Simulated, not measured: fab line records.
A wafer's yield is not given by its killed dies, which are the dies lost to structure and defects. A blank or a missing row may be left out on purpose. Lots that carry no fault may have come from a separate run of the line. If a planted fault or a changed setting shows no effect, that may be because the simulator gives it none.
Struck lot and sound lot, side by side ; flow n5_finfet ; 26 steps out of a route of 1938
Sound: the wafers L833.3, L833.4, L833.5. Wafers struck: L817.2, L817.3, L817.4. The cause comes at the end.
Order at every step that has rows: each side's tool, ch and its chambers, its first start. Under that, the readings that differ: sound wafers ; struck wafers ; difference of the means ; sigmas: that difference in standard deviations of wafers without a fault.
alike: readings with means less than 2 such deviations apart, plus words and numbers identical on both sides. not compared: withheld readings, readings lacking a value on some wafer, bounds such as >300 that could conceal the same value, and numbers that have no deviation in the record and whose values overlap.
The two part at a step that has a row with sigmas, a row that says differs or no value, or rows on one side only. When numbers do not overlap yet have no deviation, they are printed without sigmas and do not part them. A reading missing from all wafers of one side parts the sides only when that side holds two or more wafers.

first, 9 steps without rows for these wafers: N5_BEOL_M3_ILD_DEP_00 (deposits SiOC from DEMS/O2, target thk 79 nm, time 15.3 s); N5_BEOL_M3_PECVD_72 (deposits SiO2 from TEOS/O2, target thk 16 nm, time 18 s); N5_BEOL_M3_HM_DEP_02 (deposits TiN, target thk 20 nm); N5_BEOL_M3_COAT_61 (time 60 s, resist thk 60 nm); N5_BEOL_M3_COAT_62 (time 60 s, resist thk 12 nm); N5_BEOL_M3_COAT_73 (time 60 s, resist thk 5 nm); N5_BEOL_M3_COAT_05 (resist thk 30 nm); N5_BEOL_M3_EBR_07; N5_BEOL_M3_SOFTBAKE_06 (time 60 s).
N5_BEOL_M3_EXPOSE_08: exposes mask M3.
  sound on euv_scanner-02 ch 0, day 12 09:55; struck on euv_scanner-01 ch 0, day 8 11:06
reading;sound;struck;difference;sigmas
exposure_dose_mJ_cm2;32.99 32.93 32.98;29.05 29.03 29.06;-3.92;-91
  alike: mask
then, 2 steps without rows for these wafers: N5_BEOL_M3_PEB_09 (peb time 60 s); N5_BEOL_M3_DEVELOP_10 (develop time 30 s).
N5_BEOL_M3_CD_MEAS_11 targets a cd of 17.05 nm.
  sound on cd_sem-03 ch 0, day 12 10:02; struck on cd_sem-03 ch 0, day 8 11:13
reading;sound;struck;difference;sigmas
cd_nm (nm);17.00 17.19 17.04;14.20 14.35 14.30;-2.79;-12
then, 1 step without rows for these wafers: N5_BEOL_M3_DESCUM_16 (chemistry O2, time 7 s).
N5_BEOL_M3_ETCH_74: etches underlayer in N2/H2, target depth 6.5 nm, time 5.2 s.
  sound on rie_diel-05 ch 1,3, day 12 10:14; struck on rie_diel-05 ch 1,2,3, day 8 11:49
reading;sound;struck;difference;sigmas
oes_product_au (a.u.);0.79 0.79 0.81;0.57 0.57 0.59;-0.22;-3
model.BEOL_M3.cd_offset_nm (nm);-0.2 -0.2 -0.2;-3 -2.8 -2.8;-3;
  alike: chamber_pressure_mTorr, drypump_motor_current_A, etch_rf_on_time_s, h2_flow_sccm, rf_vpp_V, showerhead_plenum_p_Torr, throttle_valve_pct
  not compared: rf_hours_counter_h
then, 5 steps without rows for these wafers: N5_BEOL_M3_ETCH_63 (etches SiARC in CF4, target depth 15.6 nm, time 26 s); N5_BEOL_M3_ETCH_64 (etches SOC in N2/H2, target depth 75 nm, overetch 15 nm, time 112.5 s); N5_BEOL_M3_STRIP_65 (strips in N2/H2); N5_BEOL_M3_STRIP_75 (strips in N2/H2); N5_BEOL_M3_STRIP_66 (strips in CF4).
N5_BEOL_M3_HM_OPEN_17: chemistry Cl2/BCl3, target TiN, target depth 20 nm, overetch 6 nm.
  sound on rie_metal-01 ch 0,1, day 12 10:29; struck on rie_metal-01 ch 0,1, day 8 12:02
reading;sound;struck;difference;sigmas
model.BEOL_M3.cd_offset_nm (nm);-0.2 0 0;-3 -2.6 -2.8;-3;
  alike: chamber_pressure_mTorr, drypump_motor_current_A, he_backside_leak_sccm, oes_product_au, throttle_valve_pct
  not compared: rf_hours_counter_h
then, 1 step without rows for these wafers: N5_BEOL_M3_STRIP_19 (strips in O2).
N5_BEOL_M3_CD_MEAS_18: pitch 36 nm, target cd 18 nm.
  sound: cd_sem-02 at day 12 10:38; struck: cd_sem-03 at day 8 12:13
reading;sound;struck;difference;sigmas
cd_nm (nm);17.9 18.1 18.2;15.0 15.3 15.6;-2.8;-8
then, 1 step without rows for these wafers: N5_BEOL_M3_COAT_67 (time 60 s, resist thk 60 nm).
N5_BEOL_M4_RC_MEAS_101:
  the record has rows for the sound wafers here (prober-02 ch 0, day 13 18:20) and none for the struck ones
-- here the record skips 5 days between the struck wafers' starts before and after, leaving off in module BEOL_M4 and picking up in module PASSIVATION (first step shown: number 1936 of the route) --
N5_PASSIVATION_PROBE_49:
  the record has rows for the struck wafers here (prober-01, day 13 23:30) and none for the sound ones

## WHERE THEY PART
Last at N5_PASSIVATION_PROBE_49 as far as this record goes, first at N5_BEOL_M3_EXPOSE_08.

WHY: what had been put in by the simulator
Process parameters drifting: euv_scanner-01 at N5_BEOL_M3_EXPOSE_08, beginning at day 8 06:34. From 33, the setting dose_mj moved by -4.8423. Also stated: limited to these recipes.
